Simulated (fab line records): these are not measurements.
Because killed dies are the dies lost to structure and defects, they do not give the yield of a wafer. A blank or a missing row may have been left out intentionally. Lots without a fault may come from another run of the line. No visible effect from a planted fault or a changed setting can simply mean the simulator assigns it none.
Which tool did it?	flow nand-harc	Sampling: 23 lots, 69 wafers, 6 of 1159 route steps

== WHAT EACH GAUGE READ, for each wafer ==
The record lacks any reading of a measuring or inspecting step that a usual standard deviation could be used to judge.

== WHAT TOOL EACH LOT RAN ON (gives the tool, then ch and the chambers of the sampled wafers, and finally the start) ==
lot	NHARC_A_CHANNEL_FILL_D1_ALD_15	NHARC_A_CHANNEL_FILL_D1_STRIP_29	NHARC_A_STAIRCASE_TRIM_187	NHARC_A_STAIRCASE_TRIM_196	NHARC_A_STAIRCASE_ETCH_225	NHARC_A_STAIRCASE_TRIM_226
L074	ald-sin-batch-02 ch 0, day 9 00:43	rie-diel-03 ch 0,1,3, day 10 23:43 or earlier	rie-diel-06 ch 2,3, day 10 23:43	rie-diel-11 ch 0,2,3, day 11 01:11	rie-diel-01 ch 0,2,3, no start	rie-diel-01 ch 0,2,3, no start
L075	ald-sin-batch-02 ch 0, day 11 04:31 or earlier	rie-diel-03 ch 1,2,3, day 11 04:31 or earlier	rie-diel-11 ch 0,3, day 11 04:31	rie-diel-01 ch 0,3, day 11 06:10	rie-diel-11 ch 1,2,3, no start	rie-diel-11 ch 0,2, no start
L076	ald-sin-batch-02 ch 0, day 11 04:09 or earlier	rie-diel-08 ch 0,3, day 11 04:09 or earlier	rie-diel-11 ch 0,3, day 11 04:09	rie-diel-11 ch 0,2,3, day 11 05:36	rie-diel-11 ch 0,2,3, no start	rie-diel-11 ch 0,1,2, no start
L077	ald-sin-batch-02 ch 0, day 11 12:13 or earlier	rie-diel-08 ch 0,2,3, day 11 12:13 or earlier	rie-diel-06 ch 0,2, day 11 12:13	rie-diel-06 ch 0,3, day 11 13:13	rie-diel-06 ch 0,1,3, no start	rie-diel-06 ch 0,3, no start
L078	ald-sin-batch-02 ch 0, day 11 12:01 or earlier	rie-diel-03 ch 0,2,3, day 11 12:01 or earlier	rie-diel-11 ch 0,1, day 11 12:01	rie-diel-11 ch 0,1,2, day 11 13:05	rie-diel-06 ch 2,3, no start	rie-diel-06 ch 2,3, no start
L079	ald-sin-batch-01 ch 0, day 12 08:08 or earlier	rie-diel-08 ch 0,1,3, day 12 08:08 or earlier	rie-diel-01 ch 1,3, day 12 08:08	rie-diel-11 ch 1,2, day 12 09:59	rie-diel-11 ch 0,1, no start	rie-diel-11 ch 0,1,3, no start
L080	ald-sin-batch-01 ch 0, day 12 07:56 or earlier	rie-diel-03 ch 0,3, day 12 07:56 or earlier	rie-diel-06 ch 0,3, day 12 07:56	rie-diel-11 ch 0,1, day 12 09:05	rie-diel-11 ch 0,1,3, no start	rie-diel-11 ch 0,1,2, no start
L082	ald-sin-batch-01 ch 0, day 12 20:22 or earlier	rie-diel-03 ch 1,3, day 12 20:22 or earlier	rie-diel-11 ch 0,2,3, day 12 20:22	rie-diel-01 ch 0,1, day 12 22:10	rie-diel-11 ch 2,3, no start	rie-diel-11 ch 0,1,2, no start
L083	ald-sin-batch-01 ch 0, day 12 19:48 or earlier	rie-diel-08 ch 0,2, day 12 19:48 or earlier	rie-diel-06 ch 1,2,3, day 12 19:48	rie-diel-06 ch 1,2,3, day 12 20:49	rie-diel-06 ch 0,1, no start	rie-diel-06 ch 0,2,3, no start
L081	ald-sin-batch-03 ch 0, day 13 02:19 or earlier	rie-diel-03 ch 1,3, day 13 02:19 or earlier	rie-diel-06 ch 0,1,3, day 13 02:19	rie-diel-11 ch 0,1,2, day 13 03:31	rie-diel-06 ch 1,3, no start	rie-diel-06 ch 0,1,2, no start
L084	ald-sin-batch-01 ch 0, day 13 11:58 or earlier	rie-diel-08 ch 0,2,3, day 13 11:58 or earlier	rie-diel-06 ch 0,1,2, day 13 11:58	rie-diel-06 ch 1,2, day 13 13:09	rie-diel-06 ch 1,2,3, no start	rie-diel-06 ch 0,2,3, no start
L086	ald-sin-batch-02 ch 0, day 14 04:45 or earlier	rie-diel-07 ch 1,2, day 14 04:45 or earlier	rie-diel-11 ch 1,2, day 14 04:45	rie-diel-06 ch 2,3, day 14 05:56	rie-diel-06 ch 0,1, no start	rie-diel-06 ch 0,2, no start
L087	ald-sin-batch-02 ch 0, day 14 04:19 or earlier	rie-diel-03 ch 0,1,3, day 14 04:19 or earlier	rie-diel-11 ch 1,2,3, day 14 04:19	rie-diel-06 ch 0,1,2, day 14 05:28	rie-diel-06 ch 0,1,2, no start	rie-diel-06 ch 0,2,3, no start
L088	ald-sin-batch-01 ch 0, day 14 18:04 or earlier	rie-diel-03 ch 1,2,3, day 14 18:04 or earlier	rie-diel-11 ch 1,2, day 14 18:04	rie-diel-06 ch 2,3, day 14 20:23	rie-diel-01 ch 0,1,2, no start	rie-diel-01 ch 0,1, no start
L089	ald-sin-batch-01 ch 0, day 14 18:06 or earlier	rie-diel-08 ch 0,2,3, day 14 18:06 or earlier	rie-diel-06 ch 1,2,3, day 14 18:06	rie-diel-01 ch 1,2, day 14 19:17	rie-diel-11 ch 1,3, no start	rie-diel-11 ch 0,3, no start
L090	ald-sin-batch-03 ch 0, day 15 00:07 or earlier	rie-diel-08 ch 1,2,3, day 15 00:07 or earlier	rie-diel-11 ch 0,1,3, day 15 00:07	rie-diel-11 ch 1,2,3, day 15 01:35	rie-diel-01 ch 0,1,2, no start	rie-diel-01 ch 0,1,3, no start
L092	ald-sin-batch-03 ch 0, day 14 23:46 or earlier	rie-diel-08 ch 0,2,3, day 14 23:46 or earlier	rie-diel-11 ch 0,2,3, day 14 23:46	rie-diel-06 ch 0,1,2, day 15 01:10	rie-diel-06 ch 0,2,3, no start	rie-diel-06 ch 0,1,3, no start
L091	ald-sin-batch-01 ch 0, day 14 22:08 or earlier	rie-diel-03 ch 1,2,3, day 14 22:08 or earlier	rie-diel-06 ch 1,2,3, day 14 22:08	rie-diel-06 ch 0,2,3, day 14 23:10	rie-diel-06 ch 0,1,3, no start	rie-diel-06 ch 0,1, no start
L093	ald-sin-batch-03 ch 0, day 15 08:10 or earlier	rie-diel-08 ch 0,2,3, day 15 08:10 or earlier	rie-diel-06 ch 1,2,3, day 15 08:10	rie-diel-06 ch 0,1,3, day 15 09:11	rie-diel-06 ch 1,2,3, no start	rie-diel-06 ch 0,1,2, no start
L094	ald-sin-batch-02 ch 0, day 15 21:31 or earlier	rie-diel-08 ch 0,2, day 15 21:31 or earlier	rie-diel-01 ch 0,1, day 15 21:31	rie-diel-01 ch 0,3, day 15 23:12	rie-diel-06 ch 1,2,3, no start	rie-diel-06 ch 0,2, no start
L095	ald-sin-batch-02 ch 0, day 16 09:26 or earlier	rie-diel-03 ch 1,3, day 16 09:26 or earlier	rie-diel-06 ch 1,3, day 16 09:26	rie-diel-06 ch 2,3, day 16 10:34	rie-diel-01 ch 1,2,3, no start	rie-diel-01 ch 0,2, no start
L097	ald-sin-batch-02 ch 0, day 16 08:00 or earlier	rie-diel-03 ch 0,2,3, day 16 08:00 or earlier	rie-diel-06 ch 1,2,3, day 16 08:00	rie-diel-06 ch 0,2,3, day 16 09:11	rie-diel-06 ch 0,1,2, no start	rie-diel-06 ch 0,1,2, no start
L096	ald-sin-batch-01 ch 0, day 16 07:20 or earlier	rie-diel-08 ch 0,1,3, day 16 07:20 or earlier	rie-diel-06 ch 1,3, day 16 07:20	rie-diel-01 ch 0,1,2, day 16 08:26	rie-diel-01 ch 1,2,3, no start	rie-diel-01 ch 0,2,3, no start
- NHARC_A_CHANNEL_FILL_D1_ALD_15: deposits SiNx, target thk 2 nm, pulse time 60 s, ald cycles 19.
- NHARC_A_CHANNEL_FILL_D1_STRIP_29: strips in O2, time 20 s.
- NHARC_A_STAIRCASE_TRIM_187: chemistry O2, time 211.2 s.
- NHARC_A_STAIRCASE_TRIM_196: chemistry O2, time 211.2 s.
- NHARC_A_STAIRCASE_ETCH_225: etches the open film in C4F8/O2, target depth 100 nm, time 40.5 s.
- NHARC_A_STAIRCASE_TRIM_226: chemistry O2, time 211.2 s.

== WHAT THE TOOLS THEMSELVES READ (means of the sampled wafers that have a number; where no wafer has one, the mark that the record gives instead) ==
NHARC_A_CHANNEL_FILL_D1_ALD_15. Usual: 1.001 for precursor-pulse-height-rel, sd 0.018.
lot	tool	precursor-pulse-height-rel	flag
L074	ald-sin-batch-02	0.989	
L075	ald-sin-batch-02	0.995	
L076	ald-sin-batch-02	1.006	
L077	ald-sin-batch-02	1.004	
L078	ald-sin-batch-02	1.000	
L079	ald-sin-batch-01	1.011	
L080	ald-sin-batch-01	1.005	
L082	ald-sin-batch-01	1.006	
L083	ald-sin-batch-01	1.012	
L081	ald-sin-batch-03	1.001	
L084	ald-sin-batch-01	0.995	
L086	ald-sin-batch-02	0.988	
L087	ald-sin-batch-02	0.997	
L088	ald-sin-batch-01	1.003	
L089	ald-sin-batch-01	1.005	
L090	ald-sin-batch-03	1.000	
L092	ald-sin-batch-03	1.006	
L091	ald-sin-batch-01	1.020	
L093	ald-sin-batch-03	0.982	
L094	ald-sin-batch-02	1.004	
L095	ald-sin-batch-02	1.008	
L097	ald-sin-batch-02	1.004	
L096	ald-sin-batch-01	1.016	

NHARC_A_CHANNEL_FILL_D1_STRIP_29. Usual: drypump-motor-current-A 5.5 A, standard deviation 0.31; oes-product-au 0.999 a.u., standard deviation 0.0069; rf-vpp-V 57.9 V, standard deviation 0.93; showerhead-plenum-p-Torr 3.64 Torr, standard deviation 0.075; throttle-valve-pct 17.035 %, standard deviation 0.0096.
lot	tool	drypump-motor-current-A (A)	oes-product-au (a.u.)	rf-vpp-V (V)	showerhead-plenum-p-Torr (Torr)	throttle-valve-pct (%)	flag
L074	rie-diel-03	5.5	1.009	59.0	3.65	17.042	
L075	rie-diel-03	5.6	1.002	58.1	3.66	17.026	
L076	rie-diel-08	5.8	0.994	58.6	3.65	17.037	
L077	rie-diel-08	5.5	0.992	58.0	3.63	17.032	
L078	rie-diel-03	5.6	1.000	56.8	3.66	17.038	
L079	rie-diel-08	5.5	0.992	58.0	3.65	17.028	
L080	rie-diel-03	5.5	1.007	58.1	3.65	17.037	
L082	rie-diel-03	5.5	1.004	57.8	3.60	17.041	
L083	rie-diel-08	5.3	0.995	58.8	3.60	17.031	
L081	rie-diel-03	5.4	1.003	58.1	3.65	17.040	
L084	rie-diel-08	5.5	1.001	57.1	3.63	17.028	
L086	rie-diel-07	5.8	0.996	56.7	3.51	17.043	
L087	rie-diel-03	5.5	1.001	58.6	3.65	17.027	
L088	rie-diel-03	5.6	1.003	57.1	3.66	17.034	
L089	rie-diel-08	5.5	1.003	57.6	3.63	17.031	
L090	rie-diel-08	5.5	1.002	57.9	3.59	17.043	
L092	rie-diel-08	5.5	0.999	57.3	3.63	17.029	
L091	rie-diel-03	5.6	1.003	57.7	3.66	17.030	
L093	rie-diel-08	5.5	0.997	58.5	3.63	17.033	
L094	rie-diel-08	5.3	1.004	57.7	3.60	17.033	
L095	rie-diel-03	5.4	1.000	58.7	3.65	17.038	
L097	rie-diel-03	5.6	0.998	58.5	3.66	17.032	
L096	rie-diel-08	5.5	0.998	58.8	3.65	17.038	

NHARC_A_STAIRCASE_TRIM_187. Usual: drypump-motor-current-A 5.7 A, standard deviation 0.41; oes-product-au 0.998 a.u., standard deviation 0.0077; rf-vpp-V 58.0 V, standard deviation 0.92; showerhead-plenum-p-Torr 3.58 Torr, standard deviation 0.14; throttle-valve-pct 17.036 %, standard deviation 0.0083.
lot	tool	drypump-motor-current-A (A)	oes-product-au (a.u.)	rf-vpp-V (V)	showerhead-plenum-p-Torr (Torr)	throttle-valve-pct (%)	flag
L074	rie-diel-06	5.3	0.992	57.5	3.56	17.035	
L075	rie-diel-11	5.5	1.002	57.6	3.59	17.043	
L076	rie-diel-11	5.6	1.010	58.8	3.59	17.042	
L077	rie-diel-06	6.0	0.990	58.1	3.48	17.038	
L078	rie-diel-11	5.8	0.999	58.2	3.67	17.034	
L079	rie-diel-01	5.9	1.006	56.5	3.43	17.042	
L080	rie-diel-06	6.0	0.987	57.9	3.54	17.043	
L082	rie-diel-11	5.6	1.004	59.1	3.61	17.041	
L083	rie-diel-06	5.3	1.008	57.7	3.63	17.035	
L081	rie-diel-06	5.7	1.000	59.0	3.62	17.033	
L084	rie-diel-06	5.7	1.003	58.9	3.55	17.033	
L086	rie-diel-11	5.8	0.990	57.3	3.71	17.030	
L087	rie-diel-11	5.9	0.995	57.6	3.57	17.025	
L088	rie-diel-11	5.8	1.004	58.5	3.71	17.039	
L089	rie-diel-06	5.4	1.002	58.1	3.62	17.039	
L090	rie-diel-11	5.9	0.990	58.3	3.53	17.039	
L092	rie-diel-11	5.6	0.993	57.4	3.60	17.040	
L091	rie-diel-06	5.4	0.994	58.3	3.62	17.034	
L093	rie-diel-06	5.4	1.000	58.8	3.62	17.035	
L094	rie-diel-01	6.2	1.006	58.3	3.69	17.034	
L095	rie-diel-06	5.5	0.996	58.3	3.69	17.041	
L097	rie-diel-06	5.4	1.009	57.8	3.61	17.039	
L096	rie-diel-06	5.5	0.997	58.9	3.69	17.034	

NHARC_A_STAIRCASE_TRIM_196. Usual: drypump-motor-current-A 5.7 A, standard deviation 0.4; oes-product-au 0.998 a.u., standard deviation 0.0077; rf-vpp-V 57.9 V, standard deviation 0.91; showerhead-plenum-p-Torr 3.58 Torr, standard deviation 0.14; throttle-valve-pct 17.036 %, standard deviation 0.0096.
lot	tool	drypump-motor-current-A (A)	oes-product-au (a.u.)	rf-vpp-V (V)	showerhead-plenum-p-Torr (Torr)	throttle-valve-pct (%)	flag
L074	rie-diel-11	5.6	1.006	58.4	3.62	17.040	
L075	rie-diel-01	6.0	0.998	57.8	3.55	17.042	
L076	rie-diel-11	5.6	0.995	56.1	3.62	17.037	
L077	rie-diel-06	6.0	0.988	58.6	3.55	17.045	
L078	rie-diel-11	5.8	0.997	57.6	3.70	17.038	
L079	rie-diel-11	6.1	0.999	58.9	3.66	17.036	
L080	rie-diel-11	6.1	0.994	58.4	3.62	17.035	
L082	rie-diel-01	6.3	1.004	58.0	3.53	17.038	
L083	rie-diel-06	5.4	0.993	58.5	3.63	17.035	
L081	rie-diel-11	5.8	1.004	58.2	3.69	17.036	
L084	rie-diel-06	5.4	1.005	56.9	3.64	17.044	
L086	rie-diel-06	5.4	0.995	57.8	3.61	17.027	
L087	rie-diel-06	5.7	0.996	57.3	3.55	17.028	
L088	rie-diel-06	5.3	0.993	57.2	3.61	17.036	
L089	rie-diel-01	5.9	1.010	58.3	3.67	17.032	
L090	rie-diel-11	5.9	1.005	58.1	3.57	17.042	
L092	rie-diel-06	5.7	0.994	58.3	3.54	17.038	
L091	rie-diel-06	5.6	1.000	57.3	3.53	17.038	
L093	rie-diel-06	5.7	1.005	57.6	3.61	17.028	
L094	rie-diel-01	6.0	0.999	58.0	3.53	17.043	
L095	rie-diel-06	5.4	0.996	57.8	3.60	17.044	
L097	rie-diel-06	5.6	1.003	56.8	3.53	17.025	
L096	rie-diel-01	6.0	0.997	57.9	3.61	17.042	

NHARC_A_STAIRCASE_ETCH_225. Usual: oes-product-au 0.940 a.u., standard deviation 0.011; rf-vpp-V 898 V, standard deviation 5.2.
lot	tool	oes-product-au (a.u.)	rf-vpp-V (V)	flag
L074	rie-diel-01	0.931	896	
L075	rie-diel-11	0.938	897	
L076	rie-diel-11	0.938	899	
L077	rie-diel-06	0.940	899	
L078	rie-diel-06	0.933	900	
L079	rie-diel-11	0.940	899	
L080	rie-diel-11	0.936	896	
L082	rie-diel-11	0.968	900	
L083	rie-diel-06	0.938	896	
L081	rie-diel-06	0.929	903	
L084	rie-diel-06	0.948	899	
L086	rie-diel-06	0.940	899	
L087	rie-diel-06	0.944	896	
L088	rie-diel-01	0.936	900	
L089	rie-diel-11	0.936	892	
L090	rie-diel-01	0.949	898	
L092	rie-diel-06	0.935	897	
L091	rie-diel-06	0.944	899	
L093	rie-diel-06	0.937	898	
L094	rie-diel-06	0.944	899	
L095	rie-diel-01	0.940	896	
L097	rie-diel-06	0.922	896	
L096	rie-diel-01	0.950	897	

NHARC_A_STAIRCASE_TRIM_226. Usual: drypump-motor-current-A 5.7 A, standard deviation 0.41; oes-product-au 1.000 a.u., standard deviation 0.007; rf-vpp-V 58.1 V, standard deviation 0.91; showerhead-plenum-p-Torr 3.59 Torr, standard deviation 0.13; throttle-valve-pct 17.036 %, standard deviation 0.0091.
lot	tool	drypump-motor-current-A (A)	oes-product-au (a.u.)	rf-vpp-V (V)	showerhead-plenum-p-Torr (Torr)	throttle-valve-pct (%)	flag
L074	rie-diel-01	6.0	1.003	57.2	3.52	17.044	
L075	rie-diel-11	5.5	1.008	58.3	3.73	17.033	
L076	rie-diel-11	5.8	1.015	58.2	3.70	17.045	
L077	rie-diel-06	6.0	0.990	57.6	3.55	17.034	
L078	rie-diel-06	5.3	0.999	58.0	3.56	17.039	
L079	rie-diel-11	5.9	0.996	57.8	3.54	17.041	
L080	rie-diel-11	5.8	1.003	58.4	3.69	17.029	
L082	rie-diel-11	5.8	1.004	58.3	3.69	17.040	
L083	rie-diel-06	5.6	0.997	57.8	3.55	17.034	
L081	rie-diel-06	5.7	1.002	58.5	3.56	17.035	
L084	rie-diel-06	5.7	0.999	58.6	3.54	17.044	
L086	rie-diel-06	6.0	1.004	58.9	3.46	17.040	
L087	rie-diel-06	5.7	0.993	57.3	3.54	17.036	
L088	rie-diel-01	6.2	0.998	58.8	3.70	17.034	
L089	rie-diel-11	5.5	0.995	58.2	3.57	17.037	
L090	rie-diel-01	6.1	0.999	58.4	3.64	17.036	
L092	rie-diel-06	5.7	0.996	57.7	3.61	17.032	
L091	rie-diel-06	6.0	0.997	58.1	3.53	17.031	
L093	rie-diel-06	5.7	1.004	58.4	3.54	17.032	
L094	rie-diel-06	5.6	0.992	57.9	3.46	17.033	
L095	rie-diel-01	6.2	1.000	58.9	3.56	17.041	
L097	rie-diel-06	5.7	0.996	57.9	3.54	17.033	
L096	rie-diel-01	6.0	1.008	57.9	3.50	17.029	

== THE ANSWER, worked out from the rows above alone ==
Rule: a lot counts as off when the mean over its wafers that have a number is more than 3 standard deviations away from the usual mean. A lot without any number at a reading at which 4 lots or more have one is off too. All remaining lots with rows at the step are treated as sound. First the gauges in route order, then the tools' own readings, where a lot's mean is used as printed above. The first step at which some lot is off is used, and at that step the reading that is off furthest; a lot without a number counts as furthest.
No lot is off on any of the readings shown, so nothing can be concluded from this.

== WHAT THE SIMULATOR HAD PUT IN ==
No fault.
